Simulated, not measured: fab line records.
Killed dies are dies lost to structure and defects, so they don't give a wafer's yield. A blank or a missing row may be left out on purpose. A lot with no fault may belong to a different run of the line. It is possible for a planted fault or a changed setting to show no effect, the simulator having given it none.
fab line records	flow nand-harc
record: lots: 13	wafers: 39	last-day: 34
route steps=1302 shown P_STI@84 P_GATE@127 END@1302
lots with no fault: from the same line, run without faults
start-h: hours from the record's opening day to when the first of the lot's shown wafers began	wait-h: time in hours since the lot's previous step	" identical to the entry in the row above	L1.1+2: a single row standing in for several wafers	- no value, or no start was given	* or withheld: withheld	< > ~ a bound
route shown NAME@n: a module of which the file shows steps, and the number in the route of the first	usual: average and standard deviation across the fault-free wafers	same: alike in all rows	chamber/n: place in a boat	sites: per-site readings	_std_site: the standard deviation of these	_edge_site: outer sites' mean less inner sites'	radius-mm: for every site, how far away it sits from the centre of the wafer	mask NAME#n: copy n	behind: tool/chamber where the wafer was last shaped	hold: cause of the lot's hold/its duration in hours/its outcome	device: which transistor (n, p or np) failed to switch	end of line: tests of these same wafers at the route's end	step lacking rows: just its recipe	killed: dies that structure and defects cost at the first sort, which is not the same as the wafer's yield	map: the dies of a wafer, with x for killed, . for not killed, _ for no die there
set.NAME: the run value of the setting; set.NAME@STEP: its run value at that earlier step	model.NAME: the simulator's own value behind a step, which no gauge read
the route's steps for a sample of lots (tables are steps, rows are wafers)
services: the hour from which a tool's chamber was out of use, counted from the record's first day as start-h (under 0 if before that day), plus the number of hours and why
== steps ==
step: NHARC_P_STI_OVL_MEAS_10
usual: overlay-x-nm: -1/5.6	overlay-y-nm: 1/5
lot.wafer	tool	chamber	start-h	wait-h	overlay-x-nm	overlay-y-nm
L103.2	overlay-01	-	65.89	-	-7	-5
L103.4	"	-	"	"	-6	-5
L103.5	"	-	"	"	-7	-6
L106.2	overlay-01	-	95.18	-	-5	1
L106.4	"	-	"	"	-5	1
L106.6	"	-	"	"	-5	1
L107.3	overlay-01	-	104.33	-	7	2
L107.4	"	-	"	"	7	2
L107.5	"	-	"	"	7	2
L108.1	overlay-01	-	115.17	-	9	4
L108.2	"	-	"	"	9	4
L108.6	"	-	"	"	9	4
L112.2	overlay-01	-	155.61	-	6	2
L112.5	"	-	"	"	6	2
L112.6	"	-	"	"	6	2
L115.2	overlay-02	-	186.40	-	-2	5
L115.3	"	-	"	"	-2	5
L115.5	"	-	"	"	-3	5
L118.1	overlay-01	-	213.00	-	-2	0
L118.2	"	-	"	"	-2	0
L118.5	"	-	"	"	-2	0
L119.1	overlay-02	-	225.69	-	-5	-1
L119.3	"	-	"	"	-5	-1
L119.6	"	-	"	"	-5	-1
L120.1	overlay-02	-	236.26	-	-7	-9
L120.3	"	-	"	"	-7	-8
L120.6	"	-	"	"	-7	-8
L121.1	overlay-02	-	245.41	-	-5	6
L121.4	"	-	"	"	-4	5
L121.5	"	-	"	"	-5	6
L122.1	overlay-01	-	253.17	-	3	-3
L122.3	"	-	"	"	3	-2
L122.6	"	-	"	"	3	-2
L123.2	overlay-01	-	263.97	-	-2	8
L123.4	"	-	"	"	-2	8
L123.6	"	-	"	"	-2	8
L124.1	overlay-01	-	273.94	-	4	-2
L124.3	"	-	"	"	4	-3
L124.5	"	-	"	"	4	-3
step: NHARC_P_STI_ETCH_31
recipe: target-depth-a: 1089	time-s: 54.5	cf4-flow-sccm: 100	chf3-flow-sccm: 30	ar-flow-sccm: 0	rf-w: 500	bias-w: 200	chemistry: CF4/CHF3
usual: bias-w: 200.0/0.55	drypump-motor-current-A: 5.5/0.37	oes-product-au: 0.951/0.023	rf-vpp-V: 370.4/2.3	showerhead-plenum-p-Torr: 1.57/0.064	throttle-valve-pct: 16.801/0.0095
same: time-s: 54.5
lot.wafer	tool	chamber	start-h	wait-h	bias-w	drypump-motor-current-A	oes-product-au	rf-hours-counter-h	rf-vpp-V	showerhead-plenum-p-Torr	throttle-valve-pct
L103.2	rie-diel-13	1	-	-	199.9	4.8	0.945	3	372.2	1.63	16.796
L103.4	"	2	"	"	200.4	5.1	0.932	4	373.9	1.67	16.796
L103.5	"	3	"	"	200.8	5.8	0.929	-	371.1	1.60	16.801
L106.4	rie-diel-10	2	-	-	199.3	5.4	0.963	1	370.1	1.56	16.791
L106.2	"	3	"	"	199.6	5.2	0.972	1	368.6	1.52	16.807
L106.6	"	3	"	"	199.6	5.3	0.969	-	369.3	1.52	16.798
L107.3	rie-diel-10	1	-	-	200.3	5.6	0.926	2	367.6	1.48	16.808
L107.4	"	2	"	"	199.7	5.4	0.941	2	370.1	1.56	16.812
L107.5	"	0	"	"	200.3	5.9	0.946	-	369.3	1.56	16.801
L108.2	rie-diel-05	2	-	-	199.9	6.2	0.954	3	369.0	1.51	16.806
L108.1	"	0	"	"	199.3	5.5	0.923	5	373.6	1.64	16.801
L108.6	"	2	"	"	199.9	6.2	0.959	-	368.6	1.51	16.805
L112.2	rie-diel-10	2	-	-	200.4	5.4	0.966	5	369.0	1.56	16.812
L112.6	"	1	"	"	200.3	5.5	0.960	-	366.8	1.47	16.806
L112.5	"	2	"	"	199.5	5.4	0.970	-	370.5	1.56	16.785
L115.3	rie-diel-10	3	-	-	199.7	5.2	0.984	6	367.7	1.51	16.801
L115.2	"	0	"	"	200.6	5.9	0.971	6	369.9	1.56	16.788
L115.5	"	2	"	"	200.2	5.4	0.971	-	369.7	1.56	16.804
L118.2	rie-diel-05	2	-	-	199.3	6.2	0.997	12	367.6	1.51	16.800
L118.1	"	1	"	"	199.6	5.5	0.949	12	367.7	1.50	16.791
L118.5	"	3	"	"	200.4	5.6	0.978	-	370.5	1.60	16.792
L119.3	rie-diel-05	3	-	-	200.3	5.6	0.971	14	372.5	1.60	16.811
L119.1	"	1	"	"	200.0	5.6	0.980	13	368.1	1.50	16.809
L119.6	"	3	"	"	199.9	5.6	0.964	-	371.6	1.60	16.813
L120.3	rie-diel-13	0	-	-	200.9	5.1	0.948	2	366.8	1.48	16.774
L120.1	"	1	"	"	199.9	4.8	0.960	3	374.4	1.63	16.799
L120.6	"	3	"	"	200.1	5.8	0.960	-	371.6	1.60	16.798
L121.4	rie-diel-13	1	-	-	199.7	4.8	0.970	3	372.9	1.63	16.812
L121.1	"	2	"	"	199.9	5.1	0.983	3	372.8	1.67	16.805
L121.5	"	1	"	"	199.8	4.8	0.969	-	373.3	1.63	16.817
L122.1	rie-diel-05	1	-	-	199.6	5.5	0.970	1	368.7	1.50	16.790
L122.3	"	2	"	"	200.2	6.1	0.973	1	368.1	1.51	16.777
L122.6	"	3	"	"	199.4	5.6	0.979	-	371.9	1.60	16.806
L123.4	rie-diel-05	2	-	-	199.9	6.2	0.933	1	368.6	1.51	16.805
L123.2	"	0	"	"	199.9	5.5	0.919	1	374.1	1.64	16.796
L123.6	"	2	"	"	199.9	6.1	0.935	-	367.9	1.51	16.800
L124.3	rie-diel-13	0	-	-	200.8	5.1	0.932	4	366.5	1.48	16.802
L124.1	"	1	"	"	200.6	4.8	0.960	5	372.2	1.63	16.797
L124.5	"	3	"	"	199.4	5.8	0.941	-	371.2	1.60	16.793
step: NHARC_P_STI_CD_MEAS_16
usual: cd-nm: 200/3.4
lot.wafer	tool	chamber	start-h	wait-h	cd-nm
L103.2	cd-sem-01	-	66.50	-	202
L103.4	"	-	"	"	203
L103.5	"	-	"	"	207
L106.2	cd-sem-03	-	95.80	-	206
L106.4	"	-	"	"	201
L106.6	"	-	"	"	204
L107.3	cd-sem-02	-	104.94	-	201
L107.4	"	-	"	"	203
L107.5	"	-	"	"	205
L108.1	cd-sem-01	-	115.82	-	200
L108.2	"	-	"	"	202
L108.6	"	-	"	"	200
L112.2	cd-sem-01	-	156.22	-	198
L112.5	"	-	"	"	197
L112.6	"	-	"	"	194
L115.2	cd-sem-01	-	187.01	-	198
L115.3	"	-	"	"	202
L115.5	"	-	"	"	199
L118.1	cd-sem-03	-	213.61	-	201
L118.2	"	-	"	"	207
L118.5	"	-	"	"	203
L119.1	cd-sem-03	-	226.30	-	193
L119.3	"	-	"	"	192
L119.6	"	-	"	"	198
L120.1	cd-sem-03	-	236.86	-	193
L120.3	"	-	"	"	199
L120.6	"	-	"	"	194
L121.1	cd-sem-02	-	246.02	-	198
L121.4	"	-	"	"	197
L121.5	"	-	"	"	197
L122.1	cd-sem-02	-	253.80	-	203
L122.3	"	-	"	"	203
L122.6	"	-	"	"	205
L123.2	cd-sem-03	-	264.58	-	199
L123.4	"	-	"	"	205
L123.6	"	-	"	"	204
L124.1	cd-sem-02	-	274.55	-	202
L124.3	"	-	"	"	204
L124.5	"	-	"	"	204
step: NHARC_P_GATE_PRECLEAN_71
recipe: time-s: *	temp-c: 50	bath-age-min: 0	chemistry: SC1
usual: run-length-s: *
lot.wafer	tool	chamber	start-h	wait-h	run-length-s
L103.4	wet-bench-07	2	102.63	-	*
L103.2	"	5	"	"	*
L103.5	"	7	"	"	*
L106.4	wet-bench-09	7	134.74	-	*
L106.6	"	0	"	"	*
L106.2	"	1	"	"	*
L107.3	wet-bench-09	5	140.92	-	*
L107.5	"	7	"	"	*
L107.4	"	0	"	"	*
L108.2	wet-bench-09	4	157.03	-	*
L108.1	"	7	"	"	*
L108.6	"	0	"	"	*
L112.5	wet-bench-09	2	196.87	-	*
L112.6	"	3	"	"	*
L112.2	"	6	"	"	*
L115.3	wet-bench-09	0	225.19	-	*
L115.2	"	3	"	"	*
L115.5	"	5	"	"	*
L118.2	wet-bench-07	0	251.28	-	*
L118.1	"	1	"	"	*
L118.5	"	4	"	"	*
L119.1	wet-bench-07	5	267.47	-	*
L119.3	"	1	"	"	*
L119.6	"	2	"	"	*
L120.6	wet-bench-07	4	272.87	-	*
L120.3	"	5	"	"	*
L120.1	"	6	"	"	*
L121.4	wet-bench-07	2	284.18	-	*
L121.5	"	6	"	"	*
L121.1	"	7	"	"	*
L122.1	wet-bench-09	5	290.56	-	*
L122.6	"	7	"	"	*
L122.3	"	0	"	"	*
L123.4	wet-bench-03	2	306.54	-	*
L123.2	"	4	"	"	*
L123.6	"	5	"	"	*
L124.1	wet-bench-03	6	311.91	-	*
L124.3	"	7	"	"	*
L124.5	"	1	"	"	*
step: NHARC_END_SORT_01
recipe: temp-c: 25
usual: killed-at-array: 57/21	killed-at-other: 0.9/1.2	killed-at-periphery: 4.2/2.9	killed-dies: 62/21	killed-open: 3.2/1.8	killed-short: 2.4/1.5
same: gross-dies: 677
lot.wafer	tool	chamber	start-h	wait-h	killed-at-array	killed-at-other	killed-at-periphery	killed-dies	killed-open	killed-short
L103.2	prober-01	0	580.85	2.8	48	0	4	52	2	4
L103.4	prober-01	0	582.43	3.4	43	0	0	43	5	1
L103.5	prober-01	0	583.22	3.7	45	0	2	47	0	5
L107.3	prober-02	0	612.15	3.1	107	2	2	111	6	1
L107.4	prober-02	0	612.95	3.4	105	0	0	105	7	1
L107.5	prober-02	0	613.75	3.7	99	0	1	100	5	2
L106.2	prober-01	0	630.63	2.8	53	2	3	58	5	1
L106.4	prober-01	0	632.22	3.4	36	1	7	44	6	3
L106.6	prober-01	0	633.81	4.0	34	2	6	42	4	2
L108.1	prober-01	0	647.40	2.5	74	1	1	76	2	4
L108.2	prober-01	0	648.21	2.8	81	0	1	82	1	1
L108.6	prober-01	0	651.46	4.1	63	0	4	67	3	0
L112.2	prober-02	0	675.28	2.8	35	0	6	41	2	2
L112.5	prober-02	0	677.63	3.6	29	0	5	34	4	3
L112.6	prober-02	0	678.42	3.9	32	0	3	35	2	1
L115.2	prober-02	0	698.46	2.8	76	0	2	78	3	2
L115.3	prober-02	0	699.26	3.1	67	1	2	70	1	3
L115.5	prober-02	0	700.86	3.7	81	0	3	84	6	3
L118.1	prober-02	0	711.82	2.5	41	0	2	43	2	4
L118.2	prober-02	0	712.63	2.8	56	0	2	58	7	6
L118.5	prober-02	0	715.04	3.7	66	1	1	68	2	4
L119.1	prober-02	0	749.11	2.5	63	2	9	74	4	2
L119.3	prober-02	0	750.71	3.1	67	6	6	79	6	2
L119.6	prober-02	0	753.10	4.0	57	1	4	62	1	1
L120.1	prober-01	0	749.14	2.5	28	1	3	32	1	2
L120.3	prober-01	0	750.72	3.1	39	0	4	43	5	4
L120.6	prober-01	0	753.09	4.0	33	1	1	35	3	1
L121.1	prober-01	0	761.88	2.5	51	1	0	52	4	1
L121.4	prober-01	0	764.27	3.4	62	0	4	66	4	2
L121.5	prober-01	0	765.07	3.7	45	1	2	48	5	3
L122.1	prober-01	0	769.66	2.5	52	2	2	56	3	2
L122.3	prober-01	0	771.25	3.1	58	1	5	64	4	3
L122.6	prober-01	0	773.64	4.0	40	0	2	42	3	4
L123.2	prober-02	0	790.21	2.8	27	1	5	33	1	4
L123.4	prober-02	0	791.79	3.4	30	1	2	33	2	2
L123.6	prober-02	0	793.36	3.9	28	2	5	35	5	3
L124.1	prober-01	0	801.01	2.5	59	3	8	70	6	2
L124.3	prober-01	0	802.58	3.1	77	7	16	100	4	3
L124.5	prober-01	0	804.14	3.6	76	2	14	92	1	4
killed by level:class
L103.2 A_SLIT:chamber-film-flake=23 A_CHANNEL_HOLE_D2:chamber-film-flake=6 A_CONTACT:chamber-film-flake=5 A_CHANNEL_FILL_D1:chamber-film-flake=4 P_BONDPAD:chamber-film-flake=2 A_CHANNEL_HOLE_D1:chamber-film-flake=2 A_M0:chamber-film-flake=2 P_CONTACT:geometric-particle:short=1
L103.4 A_SLIT:chamber-film-flake=22 A_CHANNEL_HOLE_D2:chamber-film-flake=6 A_M0:chamber-film-flake=3 A_CONTACT:geometric-particle:open=2 A_DECK1_JOINT:chamber-film-flake=2 A_CONTACT:chamber-film-flake=2 A_CHANNEL_FILL_D1:geometric-particle:open=1 A_CHANNEL_HOLE_D2:geometric-particle:short=1
L103.5 A_SLIT:chamber-film-flake=15 A_CONTACT:chamber-film-flake=7 A_M0:chamber-film-flake=6 A_CHANNEL_HOLE_D2:chamber-film-flake=5 A_STAIRCASE:chamber-film-flake=3 A_CHANNEL_HOLE_D1:chamber-film-flake=2 A_ONON_D1:geometric-particle:short=1 A_CHANNEL_FILL_D1:geometric-particle:short=1
L107.3 A_CHANNEL_HOLE_D2:chamber-film-flake=35 A_CHANNEL_HOLE_D1:chamber-film-flake=32 A_SLIT:chamber-film-flake=29 A_CHANNEL_FILL_D1:geometric-particle:open=2 A_DECK1_JOINT:chamber-film-flake=2 A_CONTACT:chamber-film-flake=2 THIN_TSV:chamber-film-flake=2 P_GATE:geometric-particle:open=1
L107.4 A_CHANNEL_HOLE_D1:chamber-film-flake=36 A_CHANNEL_HOLE_D2:chamber-film-flake=33 A_SLIT:chamber-film-flake=18 A_CONTACT:chamber-film-flake=6 A_DECK1_JOINT:geometric-particle:open=2 A_DECK1_JOINT:chamber-film-flake=2 A_CHANNEL_FILL_D1:geometric-particle:open=1 A_DECK1_JOINT:geometric-particle:short=1
L107.5 A_CHANNEL_HOLE_D2:chamber-film-flake=30 A_CHANNEL_HOLE_D1:chamber-film-flake=29 A_SLIT:chamber-film-flake=29 A_STAIRCASE:chamber-film-flake=2 A_ONON_D1:geometric-particle:short=1 A_ONON_D1:geometric-particle:open=1 A_CHANNEL_FILL_D1:geometric-particle:open=1 A_ONON_D2:geometric-particle:open=1
L106.2 A_SLIT:chamber-film-flake=24 A_CHANNEL_HOLE_D2:chamber-film-flake=14 A_M0:chamber-film-flake=4 A_CHANNEL_HOLE_D1:chamber-film-flake=3 A_CHANNEL_FILL_D2:geometric-particle:open=2 A_STAIRCASE:chamber-film-flake=2 A_CONTACT:chamber-film-flake=2 P_M0:geometric-particle:open=1
L106.4 A_SLIT:chamber-film-flake=22 P_M2:chamber-film-flake=3 P_STI:chamber-film-flake=2 A_CHANNEL_HOLE_D2:chamber-film-flake=2 A_CONTACT:chamber-film-flake=2 P_M0:geometric-particle:open=1 A_CHANNEL_FILL_D1:geometric-particle:short=1 A_ONON_D2:geometric-particle:open=1
L106.6 A_SLIT:chamber-film-flake=20 A_CHANNEL_HOLE_D2:chamber-film-flake=5 A_CHANNEL_HOLE_D1:chamber-film-flake=3 P_CONTACT:geometric-particle:open=2 A_CHANNEL_FILL_D2:geometric-particle:open=2 A_M0:chamber-film-flake=2 HYBRID_BOND:chamber-film-flake=2 P_GATE:geometric-particle:short=1
L108.1 A_CHANNEL_HOLE_D2:chamber-film-flake=34 A_SLIT:chamber-film-flake=27 A_CHANNEL_HOLE_D1:chamber-film-flake=4 A_STAIRCASE:chamber-film-flake=2 P_GATE:geometric-particle:open=1 A_CHANNEL_HOLE_D1:geometric-particle:short=1 A_CHANNEL_FILL_D1:geometric-particle:open=1 A_SGD_CUT:geometric-particle:short=1
L108.2 A_SLIT:chamber-film-flake=38 A_CHANNEL_HOLE_D2:chamber-film-flake=35 A_CHANNEL_HOLE_D1:chamber-film-flake=6 P_M0:geometric-particle:open=1 A_ONON_D1:geometric-particle:short=1 A_DECK1_JOINT:chamber-film-flake=1
L108.6 A_CHANNEL_HOLE_D2:chamber-film-flake=29 A_SLIT:chamber-film-flake=24 P_M2:chamber-film-flake=2 A_STAIRCASE:chamber-film-flake=2 P_STI:geometric-particle:open=1 A_CHANNEL_HOLE_D2:geometric-particle:open=1 A_SGD_CUT:geometric-particle:open=1 P_GATE:chamber-film-flake=1
L112.2 A_CHANNEL_HOLE_D2:chamber-film-flake=21 P_GATE:chamber-film-flake=4 A_CHANNEL_HOLE_D1:chamber-film-flake=4 A_CHANNEL_FILL_D2:chamber-film-flake=2 A_STAIRCASE:chamber-film-flake=2 A_WL_FILL:chamber-film-flake=2 A_CONTACT:chamber-film-flake=2 P_M1:geometric-particle:open=1
L112.5 A_CHANNEL_HOLE_D2:chamber-film-flake=8 A_CHANNEL_HOLE_D1:chamber-film-flake=6 P_GATE:chamber-film-flake=3 A_STAIRCASE:chamber-film-flake=3 A_M1:geometric-particle:short=2 A_ZERO_WELL:chamber-film-flake=2 A_CHANNEL_FILL_D2:chamber-film-flake=2 P_CONTACT:geometric-particle:short=1
L112.6 A_CHANNEL_HOLE_D2:chamber-film-flake=17 A_STAIRCASE:chamber-film-flake=4 A_SLIT:chamber-film-flake=3 P_GATE:chamber-film-flake=2 A_WL_FILL:chamber-film-flake=2 A_CONTACT:chamber-film-flake=2 A_SOURCE_PLATE:geometric-particle:open=1 A_ONON_D2:geometric-particle:short=1
L115.2 A_CHANNEL_HOLE_D1:chamber-film-flake=32 A_CHANNEL_HOLE_D2:chamber-film-flake=19 A_SLIT:chamber-film-flake=10 A_CONTACT:chamber-film-flake=7 A_STAIRCASE:chamber-film-flake=2 A_ONON_D1:geometric-particle:short=1 A_CHANNEL_HOLE_D1:geometric-particle:open=1 A_WL_FILL:geometric-particle:short=1
L115.3 A_CHANNEL_HOLE_D1:chamber-film-flake=34 A_CHANNEL_HOLE_D2:chamber-film-flake=17 A_CONTACT:chamber-film-flake=7 A_STAIRCASE:chamber-film-flake=3 P_GATE:chamber-film-flake=2 A_SLIT:chamber-film-flake=2 A_ONON_D1:geometric-particle:open=1 A_ONON_D1:geometric-particle:short=1
L115.5 A_CHANNEL_HOLE_D1:chamber-film-flake=36 A_CHANNEL_HOLE_D2:chamber-film-flake=19 A_CONTACT:chamber-film-flake=10 A_SLIT:chamber-film-flake=4 A_CHANNEL_FILL_D1:geometric-particle:open=2 A_STAIRCASE:chamber-film-flake=2 P_M2:geometric-particle:open=1 A_ONON_D1:geometric-particle:short=1
L118.1 A_SLIT:chamber-film-flake=20 A_CONTACT:chamber-film-flake=4 A_BONDPAD:chamber-film-flake=4 A_CHANNEL_HOLE_D1:chamber-film-flake=3 A_STAIRCASE:chamber-film-flake=3 P_CONTACT:geometric-particle:short=2 A_WL_FILL:chamber-film-flake=2 A_SOURCE_PLATE:geometric-particle:short=1
L118.2 A_SLIT:chamber-film-flake=28 A_CONTACT:chamber-film-flake=9 A_CHANNEL_HOLE_D1:chamber-film-flake=5 A_SOURCE_PLATE:geometric-particle:open=2 P_CONTACT:geometric-particle:short=1 P_CONTACT:geometric-particle:open=1 A_SOURCE_PLATE:geometric-particle:short=1 A_CHANNEL_FILL_D1:geometric-particle:open=1
L118.5 A_SLIT:chamber-film-flake=32 A_CHANNEL_HOLE_D1:chamber-film-flake=12 A_BONDPAD:chamber-film-flake=5 A_CONTACT:chamber-film-flake=4 A_ONON_D2:geometric-particle:open=2 A_CHANNEL_FILL_D1:chamber-film-flake=2 A_CHANNEL_FILL_D2:chamber-film-flake=2 A_WL_FILL:chamber-film-flake=2
L119.1 A_SLIT:chamber-film-flake=23 A_CHANNEL_HOLE_D2:chamber-film-flake=22 A_CHANNEL_HOLE_D1:chamber-film-flake=7 P_M0:chamber-film-flake=5 A_CONTACT:chamber-film-flake=4 A_STAIRCASE:chamber-film-flake=3 P_CONTACT:geometric-particle:open=2 THIN_TSV:chamber-film-flake=2
L120.1 A_CHANNEL_HOLE_D1:chamber-film-flake=11 A_SLIT:chamber-film-flake=4 A_CHANNEL_FILL_D1:chamber-film-flake=3 P_GATE:chamber-film-flake=2 A_ZERO_WELL:chamber-film-flake=2 A_CONTACT:chamber-film-flake=2 A_M0:chamber-film-flake=2 P_M0:geometric-particle:short=1
L119.3 A_SLIT:chamber-film-flake=25 A_CHANNEL_HOLE_D2:chamber-film-flake=22 A_CHANNEL_HOLE_D1:chamber-film-flake=8 A_CONTACT:chamber-film-flake=7 THIN_TSV:chamber-film-flake=3 P_M0:chamber-film-flake=2 STARTING-WAFER:geometric-particle:open=2 A_STAIRCASE:chamber-film-flake=2
L120.3 A_CHANNEL_HOLE_D1:chamber-film-flake=19 A_SLIT:chamber-film-flake=7 P_GATE:chamber-film-flake=3 A_STAIRCASE:chamber-film-flake=2 A_M0:chamber-film-flake=2 P_CONTACT:geometric-particle:short=1 A_ONON_D1:geometric-particle:short=1 A_CHANNEL_FILL_D1:geometric-particle:open=1
L120.6 A_CHANNEL_HOLE_D1:chamber-film-flake=12 A_SLIT:chamber-film-flake=8 A_DECK1_JOINT:chamber-film-flake=3 A_CONTACT:chamber-film-flake=3 A_ONON_D1:geometric-particle:open=1 A_CHANNEL_FILL_D1:geometric-particle:open=1 A_DECK1_JOINT:geometric-particle:short=1 A_CONTACT:geometric-particle:open=1
L119.6 A_SLIT:chamber-film-flake=19 A_CHANNEL_HOLE_D2:chamber-film-flake=19 A_CHANNEL_HOLE_D1:chamber-film-flake=9 P_M0:chamber-film-flake=4 A_M0:chamber-film-flake=3 A_STAIRCASE:chamber-film-flake=2 A_CONTACT:chamber-film-flake=2 A_DECK1_JOINT:geometric-particle:short=1
L121.1 A_CHANNEL_HOLE_D2:chamber-film-flake=19 A_CHANNEL_HOLE_D1:chamber-film-flake=8 A_SLIT:chamber-film-flake=7 A_CONTACT:chamber-film-flake=7 A_STAIRCASE:chamber-film-flake=3 A_WL_FILL:chamber-film-flake=3 A_DECK1_JOINT:geometric-particle:open=1 A_ONON_D2:geometric-particle:open=1
L121.4 A_CHANNEL_HOLE_D2:chamber-film-flake=31 A_CHANNEL_HOLE_D1:chamber-film-flake=9 A_SLIT:chamber-film-flake=6 A_STAIRCASE:chamber-film-flake=5 A_CHANNEL_FILL_D2:geometric-particle:open=3 A_WL_FILL:chamber-film-flake=3 P_ZERO_WELL:chamber-film-flake=2 A_CONTACT:chamber-film-flake=2
L121.5 A_CHANNEL_HOLE_D2:chamber-film-flake=18 A_CHANNEL_HOLE_D1:chamber-film-flake=8 A_CONTACT:chamber-film-flake=7 A_SLIT:chamber-film-flake=4 A_M0:geometric-particle:open=3 P_STI:geometric-particle:short=1 P_CONTACT:geometric-particle:open=1 A_ONON_D2:geometric-particle:open=1
L122.1 A_SLIT:chamber-film-flake=34 A_CHANNEL_HOLE_D1:chamber-film-flake=11 A_CHANNEL_HOLE_D1:geometric-particle:open=2 STARTING-WAFER:geometric-particle:short=2 P_CONTACT:chamber-film-flake=2 A_CONTACT:chamber-film-flake=2 A_M1:geometric-particle:open=1 A_STAIRCASE:chamber-film-flake=1
L122.3 A_SLIT:chamber-film-flake=34 A_CHANNEL_HOLE_D1:chamber-film-flake=11 P_CONTACT:chamber-film-flake=3 A_STAIRCASE:chamber-film-flake=3 A_WL_FILL:chamber-film-flake=2 A_CONTACT:chamber-film-flake=2 P_CONTACT:geometric-particle:open=1 A_CHANNEL_FILL_D1:geometric-particle:open=1
L122.6 A_SLIT:chamber-film-flake=22 A_CHANNEL_HOLE_D1:chamber-film-flake=8 A_CONTACT:chamber-film-flake=3 A_M0:geometric-particle:open=2 P_CONTACT:geometric-particle:open=1 A_ONON_D1:geometric-particle:short=1 A_CHANNEL_FILL_D1:geometric-particle:short=1 A_ONON_D2:geometric-particle:short=1
L123.2 A_SLIT:chamber-film-flake=10 A_CONTACT:chamber-film-flake=7 P_STI:chamber-film-flake=2 P_CONTACT:geometric-particle:short=1 A_CHANNEL_FILL_D1:geometric-particle:short=1 A_DECK1_JOINT:geometric-particle:short=1 A_DECK1_JOINT:geometric-particle:open=1 A_CHANNEL_FILL_D2:geometric-particle:short=1
L123.4 A_CONTACT:chamber-film-flake=13 A_SLIT:chamber-film-flake=7 P_GATE:chamber-film-flake=2 A_WL_FILL:chamber-film-flake=2 A_SOURCE_PLATE:geometric-particle:open=1 A_ONON_D2:geometric-particle:short=1 A_CHANNEL_FILL_D2:geometric-particle:short=1 A_BLC:geometric-particle:open=1
L123.6 A_SLIT:chamber-film-flake=11 A_CONTACT:chamber-film-flake=6 P_M2:geometric-particle:open=2 A_DECK1_JOINT:chamber-film-flake=2 A_CHANNEL_FILL_D2:chamber-film-flake=2 THIN_TSV:chamber-film-flake=2 A_CHANNEL_FILL_D1:geometric-particle:short=1 A_CHANNEL_FILL_D1:geometric-particle:open=1
L124.1 A_SLIT:chamber-film-flake=26 A_CHANNEL_HOLE_D2:chamber-film-flake=13 A_CHANNEL_HOLE_D1:chamber-film-flake=10 P_GATE:chamber-film-flake=5 A_STAIRCASE:chamber-film-flake=3 A_CONTACT:chamber-film-flake=2 THIN_TSV:chamber-film-flake=2 P_STI:geometric-particle:short=1
L124.3 A_SLIT:chamber-film-flake=36 A_CHANNEL_HOLE_D2:chamber-film-flake=15 A_CHANNEL_HOLE_D1:chamber-film-flake=14 P_GATE:chamber-film-flake=8 A_STAIRCASE:chamber-film-flake=5 P_M2:chamber-film-flake=4 A_CONTACT:chamber-film-flake=4 THIN_TSV:chamber-film-flake=3
L124.5 A_SLIT:chamber-film-flake=35 A_CHANNEL_HOLE_D2:chamber-film-flake=21 A_CHANNEL_HOLE_D1:chamber-film-flake=10 P_GATE:chamber-film-flake=5 P_M2:chamber-film-flake=5 A_CONTACT:chamber-film-flake=4 P_CONTACT:geometric-particle:short=2 A_STAIRCASE:chamber-film-flake=2
== services ==
tool	chamber	start-h	hours	kind
rie-diel-05	1	48.31	6.3	repair
rie-diel-13	0	49.73	8.2	repair
rie-diel-05	-	52.60	9.0	pm
rie-diel-13	-	56.35	1.0	repair
rie-diel-10	-	65.50	9.0	pm
rie-diel-05	2	83.06	20.9	repair
wet-bench-07	-	84.70	13.1	repair
rie-diel-10	3	96.18	1.2	repair
rie-diel-05	3	104.27	19.0	repair
rie-diel-13	2	123.06	10.8	repair
rie-diel-05	1	128.12	20.4	repair
rie-diel-13	0	130.95	2.4	repair
wet-bench-07	-	160.00	8.0	pm
rie-diel-13	-	165.00	9.0	pm
rie-diel-05	0	168.87	4.4	repair
rie-diel-13	2	174.04	6.2	repair
wet-bench-09	-	176.80	8.0	pm
rie-diel-10	0	214.78	1.8	repair
rie-diel-13	0	218.81	4.9	repair
rie-diel-13	2	225.51	2.4	repair
rie-diel-05	-	229.60	9.0	pm
rie-diel-13	2	230.21	2.5	repair
rie-diel-10	-	242.50	9.0	pm
rie-diel-10	3	268.32	1.3	repair
== key ==
first-sign: step: NHARC_P_GATE_PRECLEAN_71	reading: run-length-s	direction: down	sigmas: 99+	usual: *	struck: *
effect none on later readings
met-at NHARC_P_GATE_PRECLEAN_71
struck-lots L112,L115
tester-left-out L112,L115
not-acting-at NHARC_P_STI_OVL_MEAS_10,NHARC_P_STI_ETCH_31,NHARC_P_STI_CD_MEAS_16
onset-between 157.03 196.87
fault: kind: process-parameter-drift	tool: wet-bench-09	chamber: -	onset-h: 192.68	steps: NHARC_P_GATE_PRECLEAN_71	channel: time-s	offset: *	shape: step	end-h: 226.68	acts-in: *	stated: *
tester-left-out: of these lots the tester's yield and bins aren't shown, on N5 and GAA mostly nor the transistor test; their killed dies are dies lost to structure and defects alone, not to doping, threshold or leakage, so they don't give the yield
